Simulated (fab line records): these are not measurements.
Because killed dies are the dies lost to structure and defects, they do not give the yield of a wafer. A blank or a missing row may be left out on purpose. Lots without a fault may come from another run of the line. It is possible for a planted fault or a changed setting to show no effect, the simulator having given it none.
fab line records	flow nandHarc
record lots=24	wafers=72	lastDay=35
route steps=1302 shown A_WL_FILL@959 A_CONTACT@1005
lots untouched by any fault: they come from a run of this same line in which no faults occurred
startH: the number of hours between the record's first day and the start of the first shown wafer of the lot	waitH: hours elapsed since this lot's preceding step	" identical to the entry in the row above	L1.1+2: one row covering several wafers at once	- no value, or no start was given	* or withheld: withheld	< > ~ a bound
route shown NAME@n: NAME is a module with steps in the file, n the number in the route of the first one	usual: mean/standard deviation of fault-free wafers	same: alike in all rows	chamber/n: place in a boat	sites: each site's reading	_std_site: the values' standard deviation	_edge_site: outer sites' mean less inner sites'	radiusMm: for every site, how far away it sits from the centre of the wafer	mask NAME#n: copy n	behind: tool/chamber where the wafer was last shaped	hold: cause of the lot's hold/its duration in hours/its outcome	device: the transistor (n, p or np) that didn't switch	end of line: the tests these same wafers got at the end of their route	a step without rows: its recipe alone	killed: dies lost to structure and defects at the first sort, not the wafer's yield	map: a wafer's dies, x killed, . not, _ none there
set.NAME: the setting that was run; set.NAME@STEP: the one run at that earlier step	model.NAME: the simulator's own value behind a step, which no gauge read
steps of the route over a sample of lots; a table a step, a row a wafer
services: the hour from which a tool's chamber was out of use, counted from the record's first day as startH (under 0 if before that day), plus the number of hours and why
## steps
# step NHARC_A_WL_FILL_STRIP_27
# recipe powerW=1500	tempC=250	timeS=20	chemistry=N2/H2
# usual drypumpMotorCurrentA=5.4/0.3	heaterPowerW=310/21
lot.wafer	tool	chamber	startH	waitH	drypumpMotorCurrentA	heaterPowerW	rfHoursCounterH
L074.2	plasmaAsher-01	0	473.78	0.1	5.4	301	27
L074.3	"	0	"	"	5.4	296	-
L074.6	"	1	"	"	5.7	334	-
L075.1	plasmaAsher-01	0	487.29	0.1	5.4	296	30
L075.4	"	1	"	"	5.7	340	-
L075.5	"	0	"	"	5.3	302	-
L079.2	plasmaAsher-01	1	492.39	0.2	5.7	329	30
L079.1	"	0	"	"	5.4	299	30
L079.4	"	0	"	"	5.4	299	-
L077.3	plasmaAsher-02	1	492.66	0.3	4.9	317	-
L077.4	"	0	"	"	5.6	278	-
L077.6	"	1	"	"	4.9	315	-
L078.1	plasmaAsher-02	0	496.19	0.1	5.6	286	11
L078.4	"	1	"	"	4.9	315	-
L078.6	"	0	"	"	5.6	274	-
L076.1	plasmaAsher-02	0	498.27	0.1	5.6	279	11
L076.4	"	1	"	"	4.9	324	-
L076.3	"	0	"	"	5.6	278	-
L080.4	plasmaAsher-01	0	514.48	0.2	5.4	296	-
L080.6	"	1	"	"	5.7	338	-
L080.5	"	0	"	"	5.4	299	-
L082.2	plasmaAsher-02	1	529.97	0.1	4.9	321	20
L082.1	"	0	"	"	5.6	285	20
L082.4	"	0	"	"	5.6	278	-
L081.2	plasmaAsher-02	1	543.50	0.1	5.0	314	23
L081.5	"	0	"	"	5.6	286	-
L081.6	"	1	"	"	4.9	314	-
L083.2	plasmaAsher-01	1	557.40	0.1	5.7	339	5
L083.4	"	1	"	"	5.7	345	-
L083.3	"	0	"	"	5.4	302	-
L084.1	plasmaAsher-01	1	563.40	0.1	5.7	341	7
L084.3	"	0	"	"	5.4	299	-
L084.5	"	0	"	"	5.4	305	-
L086.4	plasmaAsher-01	1	570.91	0.1	5.7	333	-
L086.3	"	0	"	"	5.4	295	-
L086.5	"	0	"	"	5.4	301	-
L085.2	plasmaAsher-02	0	572.80	0.1	5.6	283	29
L085.3	"	1	"	"	4.9	319	-
L085.6	"	0	"	"	5.6	272	-
L087.2	plasmaAsher-02	0	591.58	0.1	5.6	281	33
L087.4	"	0	"	"	5.7	281	-
L087.5	"	1	"	"	4.9	316	-
L088.1	plasmaAsher-01	1	608.66	0.1	5.7	341	16
L088.4	"	0	"	"	5.4	301	-
L088.5	"	0	"	"	5.4	296	-
L089.1	plasmaAsher-01	1	613.51	0.1	5.8	342	18
L089.2	"	0	"	"	5.3	301	18
L089.3	"	0	"	"	5.4	294	-
L090.1	plasmaAsher-01	0	630.03	0.1	5.4	295	21
L090.6	"	0	"	"	5.4	302	-
L090.5	"	1	"	"	5.7	344	-
L092.1	plasmaAsher-01	0	638.93	0.1	5.4	301	23
L092.3	"	1	"	"	5.7	337	-
L092.6	"	1	"	"	5.7	336	-
L091.4	plasmaAsher-02	0	639.36	0.1	5.6	291	-
L091.3	"	1	"	"	4.9	333	-
L091.6	"	1	"	"	4.9	330	-
L094.4	plasmaAsher-02	1	653.83	0.2	4.9	327	-
L094.6	"	0	"	"	5.6	289	-
L094.5	"	1	"	"	4.9	333	-
L093.3	plasmaAsher-02	1	653.94	0.2	4.9	330	-
L093.6	"	1	"	"	4.9	328	-
L093.5	"	0	"	"	5.6	288	-
L096.1	plasmaAsher-01	0	680.36	0.1	5.4	303	32
L096.2	"	1	"	"	5.7	337	32
L096.3	"	0	"	"	5.4	293	-
L095.2	plasmaAsher-02	0	703.64	0.4	5.7	294	18
L095.1	"	1	"	"	4.9	326	18
L095.5	"	0	"	"	5.6	292	-
L097.2	plasmaAsher-01	1	712.49	0.1	5.7	326	1
L097.3	"	0	"	"	5.4	290	-
L097.5	"	0	"	"	5.4	295	-
# step NHARC_A_CONTACT_ETCH_111
# recipe sourceW=withheld	pressureMtorr=20	biasV=withheld	timeS=140	targetDepthA=7000	arFlowSccm=withheld	c4f8FlowSccm=withheld	o2FlowSccm=withheld	chemistry=C4F8/O2/Ar
# usual oesAirLineAu=0.999/0.022
lot.wafer	tool	chamber	startH	waitH	oesAirLineAu	rfHoursCounterH
L074.2	harCapEtch-03	1	498.49	-	1.011	43
L074.3	"	1	"	"	1.008	-
L074.6	"	0	"	"	1.025	-
L075.1	harCapEtch-03	0	511.40	-	1.010	45
L075.4	"	0	"	"	0.969	-
L075.5	"	1	"	"	1.001	-
L077.3	harCapEtch-01	0	515.85	-	1.004	-
L077.4	"	1	"	"	0.997	-
L077.6	"	1	"	"	0.970	-
L079.2	harCapEtch-02	0	515.97	-	1.034	83
L079.1	"	1	"	"	1.031	83
L079.4	"	0	"	"	0.983	-
L078.1	harCapEtch-01	0	523.24	-	1.045	2
L078.4	"	1	"	"	0.994	-
L078.6	"	1	"	"	0.996	-
L076.1	harCapEtch-03	0	523.94	-	0.999	49
L076.3	"	0	"	"	1.013	-
L076.4	"	1	"	"	0.965	-
L080.4	harCapEtch-01	1	540.72	-	0.987	-
L080.6	"	1	"	"	0.981	-
L080.5	"	0	"	"	1.023	-
L082.1	harCapEtch-02	1	554.12	-	1.011	93
L082.2	"	0	"	"	1.030	93
L082.4	"	1	"	"	1.005	-
L081.2	harCapEtch-02	0	568.95	-	0.962	95
L081.5	"	1	"	"	0.970	-
L081.6	"	0	"	"	0.979	-
L083.2	harCapEtch-02	0	581.80	-	0.993	98
L083.4	"	1	"	"	1.010	-
L083.3	"	0	"	"	0.989	-
L084.1	harCapEtch-03	1	587.15	-	1.003	58
L084.3	"	1	"	"	0.967	-
L084.5	"	1	"	"	0.974	-
L086.3	harCapEtch-01	0	596.14	-	1.022	-
L086.4	"	1	"	"	0.984	-
L086.5	"	1	"	"	0.998	-
L085.2	harCapEtch-03	1	596.96	-	0.984	60
L085.3	"	0	"	"	1.018	-
L085.6	"	1	"	"	0.983	-
L087.2	harCapEtch-03	1	615.70	-	1.053	64
L087.4	"	1	"	"	1.010	-
L087.5	"	0	"	"	0.980	-
L088.1	harCapEtch-03	1	636.56	-	0.980	67
L088.4	"	1	"	"	0.992	-
L088.5	"	1	"	"	0.974	-
L089.1	harCapEtch-01	1	636.97	-	0.996	23
L089.2	"	0	"	"	0.978	23
L089.3	"	1	"	"	1.002	-
L090.1	harCapEtch-01	0	655.26	-	1.012	27
L090.6	"	0	"	"	1.023	-
L090.5	"	1	"	"	0.998	-
L091.3	harCapEtch-02	1	663.66	-	0.936	-
L091.4	"	0	"	"	1.040	-
L091.6	"	0	"	"	0.995	-
L092.1	harCapEtch-01	0	667.18	-	1.052	30
L092.3	"	0	"	"	0.989	-
L092.6	"	0	"	"	0.985	-
L094.4	harCapEtch-01	0	678.99	-	1.000	-
L094.5	"	1	"	"	0.979	-
L094.6	"	0	"	"	0.972	-
L093.3	harCapEtch-03	0	680.54	-	1.011	-
L093.6	"	1	"	"	0.972	-
L093.5	"	0	"	"	0.977	-
L096.1	harCapEtch-01	1	708.84	-	0.981	37
L096.2	"	0	"	"	1.000	37
L096.3	"	1	"	"	0.988	-
L095.2	harCapEtch-01	1	728.59	-	1.036	39
L095.1	"	0	"	"	1.002	39
L095.5	"	1	"	"	1.020	-
L097.2	harCapEtch-03	1	737.12	-	0.980	82
L097.3	"	0	"	"	1.034	-
L097.5	"	0	"	"	1.009	-
# step NHARC_A_CONTACT_ETCH_119
# recipe sourceW=withheld	pressureMtorr=20	biasV=3000	timeS=190	targetDepthA=18500	arFlowSccm=withheld	c4f8FlowSccm=withheld	o2FlowSccm=withheld	chemistry=C4F8/O2/Ar
# usual oesAirLineAu=1.000/0.019
lot.wafer	tool	chamber	startH	waitH	oesAirLineAu	rfHoursCounterH
L074.2	harCapEtch-03	1	499.88	0.1	0.988	44
L074.3	"	1	"	"	0.975	-
L074.6	"	0	"	"	1.008	-
L075.1	harCapEtch-03	0	512.79	0.1	1.040	47
L075.4	"	0	"	"	0.999	-
L075.5	"	1	"	"	0.974	-
L077.3	harCapEtch-01	0	517.36	0.2	0.983	-
L077.4	"	1	"	"	1.025	-
L077.6	"	1	"	"	1.043	-
L079.2	harCapEtch-02	0	517.48	0.1	0.964	84
L079.1	"	1	"	"	0.997	84
L079.4	"	0	"	"	0.985	-
L078.1	harCapEtch-01	0	524.63	0.1	1.012	4
L078.4	"	1	"	"	0.975	-
L078.6	"	1	"	"	0.988	-
L076.1	harCapEtch-03	0	525.32	0.1	0.990	50
L076.3	"	0	"	"	0.991	-
L076.4	"	1	"	"	1.036	-
L080.4	harCapEtch-01	1	542.11	0.1	0.983	-
L080.6	"	1	"	"	1.001	-
L080.5	"	0	"	"	0.984	-
L082.1	harCapEtch-02	1	555.50	0.1	1.038	94
L082.2	"	0	"	"	1.002	94
L082.4	"	1	"	"	1.013	-
L081.2	harCapEtch-02	0	570.33	0.1	1.012	97
L081.5	"	1	"	"	0.971	-
L081.6	"	0	"	"	0.996	-
L083.2	harCapEtch-02	0	583.19	0.1	0.992	99
L083.4	"	1	"	"	0.996	-
L083.3	"	0	"	"	0.980	-
L084.1	harCapEtch-03	1	588.54	0.1	1.004	59
L084.3	"	1	"	"	0.995	-
L084.5	"	1	"	"	1.009	-
L086.3	harCapEtch-01	0	597.53	0.1	0.997	-
L086.4	"	1	"	"	1.007	-
L086.5	"	1	"	"	1.008	-
L085.2	harCapEtch-03	1	598.36	0.1	0.993	62
L085.3	"	0	"	"	1.015	-
L085.6	"	1	"	"	0.986	-
L087.2	harCapEtch-03	1	617.09	0.1	1.031	66
L087.4	"	1	"	"	1.008	-
L087.5	"	0	"	"	1.000	-
L088.1	harCapEtch-03	1	637.94	0.1	0.999	68
L088.4	"	1	"	"	1.022	-
L088.5	"	1	"	"	0.995	-
L089.1	harCapEtch-01	1	638.37	0.1	0.966	25
L089.2	"	0	"	"	0.979	25
L089.3	"	1	"	"	0.981	-
L090.1	harCapEtch-01	0	657.12	0.2	1.006	29
L090.6	"	0	"	"	1.021	-
L090.5	"	1	"	"	1.003	-
L091.3	harCapEtch-02	1	665.05	0.1	0.990	-
L091.4	"	0	"	"	0.984	-
L091.6	"	0	"	"	0.991	-
L092.1	harCapEtch-01	0	669.05	0.2	0.997	31
L092.3	"	0	"	"	0.992	-
L092.6	"	0	"	"	0.994	-
L094.4	harCapEtch-01	0	680.37	0.1	0.987	-
L094.5	"	1	"	"	1.019	-
L094.6	"	0	"	"	0.993	-
L093.3	harCapEtch-03	0	681.93	0.1	1.018	-
L093.6	"	1	"	"	1.043	-
L093.5	"	0	"	"	0.981	-
L096.1	harCapEtch-01	1	710.23	0.1	1.016	38
L096.2	"	0	"	"	1.008	38
L096.3	"	1	"	"	1.002	-
L095.2	harCapEtch-01	1	729.99	0.1	0.994	41
L095.1	"	0	"	"	0.986	41
L095.5	"	1	"	"	1.019	-
L097.2	harCapEtch-03	1	738.99	0.2	0.996	84
L097.3	"	0	"	"	0.984	-
L097.5	"	0	"	"	0.998	-
# step NHARC_A_CONTACT_ETCH_122
# recipe sourceW=withheld	pressureMtorr=20	biasV=3000	timeS=190	targetDepthA=18500	arFlowSccm=withheld	c4f8FlowSccm=withheld	o2FlowSccm=withheld	chemistry=C4F8/O2/Ar
# usual oesAirLineAu=1.001/0.021
lot.wafer	tool	chamber	startH	waitH	oesAirLineAu	rfHoursCounterH
L074.2	harCapEtch-03	1	500.39	0.1	0.974	45
L074.3	"	1	"	"	1.007	-
L074.6	"	0	"	"	1.018	-
L075.1	harCapEtch-03	0	513.31	0.1	0.992	47
L075.4	"	0	"	"	0.981	-
L075.5	"	1	"	"	0.987	-
L079.2	harCapEtch-02	0	517.99	0.1	1.017	84
L079.1	"	1	"	"	1.037	84
L079.4	"	0	"	"	0.992	-
L077.3	harCapEtch-01	0	518.04	0.2	0.985	-
L077.4	"	1	"	"	0.988	-
L077.6	"	1	"	"	0.991	-
L078.1	harCapEtch-01	0	525.14	0.1	1.012	4
L078.4	"	1	"	"	0.943	-
L078.6	"	1	"	"	0.987	-
L076.1	harCapEtch-03	0	525.84	0.1	0.994	51
L076.3	"	0	"	"	1.007	-
L076.4	"	1	"	"	0.963	-
L080.4	harCapEtch-01	1	542.62	0.1	1.007	-
L080.6	"	1	"	"	0.995	-
L080.5	"	0	"	"	1.014	-
L082.1	harCapEtch-02	1	556.02	0.1	0.971	95
L082.2	"	0	"	"	0.993	95
L082.4	"	1	"	"	0.989	-
L081.2	harCapEtch-02	0	570.85	0.1	1.009	97
L081.5	"	1	"	"	1.008	-
L081.6	"	0	"	"	0.990	-
L083.2	harCapEtch-02	0	583.70	0.1	1.018	99
L083.4	"	1	"	"	0.986	-
L083.3	"	0	"	"	1.002	-
L084.1	harCapEtch-03	1	589.05	0.1	0.982	60
L084.3	"	1	"	"	1.029	-
L084.5	"	1	"	"	1.036	-
L086.3	harCapEtch-01	0	598.05	0.1	0.987	-
L086.4	"	1	"	"	0.993	-
L086.5	"	1	"	"	0.973	-
L085.2	harCapEtch-03	1	598.87	0.1	1.010	62
L085.3	"	0	"	"	0.992	-
L085.6	"	1	"	"	1.006	-
L087.2	harCapEtch-03	1	617.60	0.1	1.006	66
L087.4	"	1	"	"	1.001	-
L087.5	"	0	"	"	1.027	-
L088.1	harCapEtch-03	1	638.46	0.1	0.956	68
L088.4	"	1	"	"	0.977	-
L088.5	"	1	"	"	0.966	-
L089.1	harCapEtch-01	1	638.88	0.1	0.985	25
L089.2	"	0	"	"	0.972	25
L089.3	"	1	"	"	0.976	-
L090.1	harCapEtch-01	0	657.81	0.2	1.016	29
L090.6	"	0	"	"	1.020	-
L090.5	"	1	"	"	1.017	-
L091.3	harCapEtch-02	1	665.56	0.1	0.999	-
L091.4	"	0	"	"	1.020	-
L091.6	"	0	"	"	0.996	-
L092.1	harCapEtch-01	0	669.73	0.2	1.012	31
L092.3	"	0	"	"	0.986	-
L092.6	"	0	"	"	1.027	-
L094.4	harCapEtch-01	0	680.88	0.1	0.972	-
L094.5	"	1	"	"	1.030	-
L094.6	"	0	"	"	1.017	-
L093.3	harCapEtch-03	0	682.43	0.1	0.982	-
L093.6	"	1	"	"	0.976	-
L093.5	"	0	"	"	0.992	-
L096.1	harCapEtch-01	1	710.75	0.1	1.015	39
L096.2	"	0	"	"	1.054	39
L096.3	"	1	"	"	1.027	-
L095.2	harCapEtch-01	1	730.50	0.1	0.988	41
L095.1	"	0	"	"	0.983	41
L095.5	"	1	"	"	1.001	-
L097.2	harCapEtch-03	1	739.67	0.2	1.019	84
L097.3	"	0	"	"	1.011	-
L097.5	"	0	"	"	1.024	-
# step NHARC_A_CONTACT_ETCH_131
# recipe sourceW=withheld	pressureMtorr=20	biasV=3000	timeS=197	targetDepthA=19180	arFlowSccm=withheld	c4f8FlowSccm=withheld	o2FlowSccm=withheld	chemistry=C4F8/O2/Ar
# usual oesAirLineAu=1.001/0.022
lot.wafer	tool	chamber	startH	waitH	oesAirLineAu	rfHoursCounterH
L074.2	harCapEtch-02	1	510.77	0.1	1.017	82
L074.3	"	0	"	"	1.005	-
L074.6	"	1	"	"	1.009	-
L075.1	harCapEtch-02	1	522.61	0.1	0.995	86
L075.4	"	0	"	"	0.994	-
L075.5	"	1	"	"	0.996	-
L079.2	harCapEtch-02	0	527.59	0.1	1.024	88
L079.1	"	1	"	"	1.004	88
L079.4	"	1	"	"	1.029	-
L077.3	harCapEtch-01	1	528.22	0.1	0.985	-
L077.4	"	0	"	"	0.977	-
L077.6	"	1	"	"	0.989	-
L078.1	harCapEtch-02	0	534.71	0.1	1.015	90
L078.4	"	0	"	"	1.016	-
L078.6	"	0	"	"	1.051	-
L076.1	harCapEtch-01	1	535.19	0.1	1.003	7
L076.3	"	1	"	"	1.008	-
L076.4	"	0	"	"	0.988	-
L080.4	harCapEtch-01	0	551.75	0.1	1.012	-
L080.5	"	0	"	"	1.014	-
L080.6	"	1	"	"	1.013	-
L082.1	harCapEtch-01	0	565.43	0.1	0.966	13
L082.2	"	1	"	"	1.007	13
L082.4	"	1	"	"	1.038	-
L081.2	harCapEtch-01	1	580.62	0.1	1.005	15
L081.6	"	0	"	"	1.008	-
L081.5	"	1	"	"	1.031	-
L083.2	harCapEtch-02	0	593.67	0.2	0.997	101
L083.4	"	1	"	"	0.998	-
L083.3	"	0	"	"	0.991	-
L084.1	harCapEtch-02	1	601.32	0.2	1.002	103
L084.3	"	0	"	"	0.979	-
L084.5	"	0	"	"	0.982	-
L086.4	harCapEtch-03	0	608.05	0.1	0.984	-
L086.3	"	1	"	"	0.995	-
L086.5	"	1	"	"	1.008	-
L085.2	harCapEtch-02	1	608.45	0.1	0.997	105
L085.3	"	0	"	"	1.021	-
L085.6	"	1	"	"	1.024	-
L087.2	harCapEtch-02	1	632.13	0.2	0.941	108
L087.4	"	1	"	"	0.998	-
L087.5	"	0	"	"	0.958	-
L088.1	harCapEtch-03	1	647.71	0.1	1.057	70
L088.4	"	0	"	"	1.013	-
L088.5	"	1	"	"	1.036	-
L089.2	harCapEtch-01	1	648.61	0.1	0.968	27
L089.1	"	0	"	"	1.025	27
L089.3	"	0	"	"	0.993	-
L090.1	harCapEtch-03	0	667.82	0.1	1.020	73
L090.5	"	0	"	"	0.996	-
L090.6	"	1	"	"	0.990	-
L091.4	harCapEtch-02	1	675.68	0.2	0.986	-
L091.3	"	0	"	"	1.012	-
L091.6	"	1	"	"	0.991	-
L092.1	harCapEtch-02	1	685.81	0.2	1.032	116
L092.3	"	1	"	"	1.044	-
L092.6	"	1	"	"	0.981	-
L094.4	harCapEtch-03	1	693.95	0.1	1.053	-
L094.5	"	1	"	"	1.022	-
L094.6	"	0	"	"	1.008	-
L093.3	harCapEtch-02	0	696.14	0.1	0.984	-
L093.6	"	1	"	"	1.037	-
L093.5	"	0	"	"	0.984	-
L096.2	harCapEtch-03	0	721.00	0.1	0.981	82
L096.1	"	1	"	"	0.999	82
L096.3	"	1	"	"	1.027	-
L095.1	harCapEtch-01	1	741.09	0.1	0.975	43
L095.2	"	0	"	"	1.047	43
L095.5	"	0	"	"	1.023	-
L097.2	harCapEtch-02	0	754.82	0.1	0.998	127
L097.3	"	1	"	"	1.003	-
L097.5	"	0	"	"	0.982	-
# step NHARC_A_CONTACT_DEP_85
# recipe targetThkA=600	targetThkNm=60	tempC=400	pressureTorr=3.5	flowSccm=200	rfW=350	material=SiON
# usual heaterPowerW=763/110
lot.wafer	tool	chamber	startH	waitH	heaterPowerW
L074.3	pecvd-04	0	516.27	0.9	748
L074.2	"	2	"	"	811
L074.6	"	0	"	"	763
L075.1	pecvd-03	0	526.71	1.5	753
L075.4	"	0	"	"	742
L075.5	"	1	"	"	788
L079.1	pecvd-03	1	533.16	1.5	740
L079.2	"	2	"	"	650
L079.4	"	1	"	"	800
L077.3	pecvd-04	0	534.38	0.9	870
L077.4	"	2	"	"	868
L077.6	"	1	"	"	732
L078.1	pecvd-01	1	541.12	1.5	748
L078.6	"	0	"	"	1009
L078.4	"	2	"	"	615
L076.3	pecvd-04	1	541.15	0.9	770
L076.1	"	2	"	"	906
L076.4	"	0	"	"	855
L080.4	pecvd-04	0	556.53	0.7	757
L080.6	"	1	"	"	839
L080.5	"	2	"	"	920
L082.1	pecvd-01	1	569.74	1.5	787
L082.2	"	2	"	"	698
L082.4	"	2	"	"	708
L081.2	pecvd-03	0	586.29	1.2	735
L081.5	"	0	"	"	720
L081.6	"	1	"	"	727
L083.2	pecvd-03	2	598.99	1.2	642
L083.3	"	1	"	"	696
L083.4	"	0	"	"	668
L084.3	pecvd-01	2	605.75	0.9	621
L084.1	"	1	"	"	774
L084.5	"	2	"	"	619
L086.3	pecvd-04	0	614.29	0.9	883
L086.5	"	0	"	"	891
L086.4	"	1	"	"	864
L085.2	pecvd-03	1	616.02	1.2	696
L085.3	"	0	"	"	652
L085.6	"	2	"	"	651
L087.2	pecvd-01	2	639.19	1.2	681
L087.4	"	0	"	"	985
L087.5	"	0	"	"	1001
L088.1	pecvd-04	0	651.74	1.5	971
L088.5	"	1	"	"	722
L088.4	"	2	"	"	918
L089.2	pecvd-01	0	652.87	1.2	895
L089.3	"	1	"	"	829
L089.1	"	2	"	"	601
L090.1	pecvd-04	0	671.97	1.5	813
L090.5	"	1	"	"	747
L090.6	"	2	"	"	902
L091.3	pecvd-03	0	684.77	0.9	690
L091.4	"	2	"	"	649
L091.6	"	0	"	"	706
L092.1	pecvd-01	2	694.07	1.5	696
L092.3	"	1	"	"	760
L092.6	"	2	"	"	710
L094.5	pecvd-03	2	700.24	0.4	571
L094.6	"	0	"	"	712
L094.4	"	1	"	"	758
L093.3	pecvd-01	0	701.87	0.9	955
L093.5	"	0	"	"	975
L093.6	"	1	"	"	743
L096.2	pecvd-03	0	725.08	1.2	713
L096.3	"	1	"	"	665
L096.1	"	2	"	"	579
L095.2	pecvd-03	2	752.77	1.2	638
L095.1	"	1	"	"	680
L095.5	"	0	"	"	730
L097.2	pecvd-03	0	764.83	1.2	664
L097.3	"	2	"	"	599
L097.5	"	0	"	"	679
## services
tool	chamber	startH	hours	kind
pecvd-04	-	450.68	13.0	pm
harCapEtch-01	-	454.23	0.6	repair
pecvd-04	-	465.44	0.2	repair
pecvd-01	-	492.25	13.0	pm
harCapEtch-01	-	497.00	17.0	pm
harCapEtch-01	0	497.00	17.0	ventCycle
plasmaAsher-01	-	519.04	9.0	pm
pecvd-01	-	522.38	0.6	repair
pecvd-03	-	548.02	13.0	pm
plasmaAsher-02	-	595.85	0.7	repair
plasmaAsher-01	-	597.77	0.4	repair
plasmaAsher-02	-	608.39	9.0	pm
pecvd-01	1	620.90	18.4	repair
pecvd-04	-	631.68	13.0	pm
plasmaAsher-02	-	649.70	1.8	repair
pecvd-03	1	655.94	8.7	repair
pecvd-04	-	669.56	1.6	repair
pecvd-01	-	673.25	13.0	pm
plasmaAsher-01	-	680.66	3.0	repair
plasmaAsher-01	-	696.04	9.0	pm
pecvd-03	-	724.37	0.6	repair
pecvd-04	-	726.26	3.6	repair
pecvd-03	-	729.02	13.0	pm
harCapEtch-02	-	755.60	17.0	pm
## key
fault none
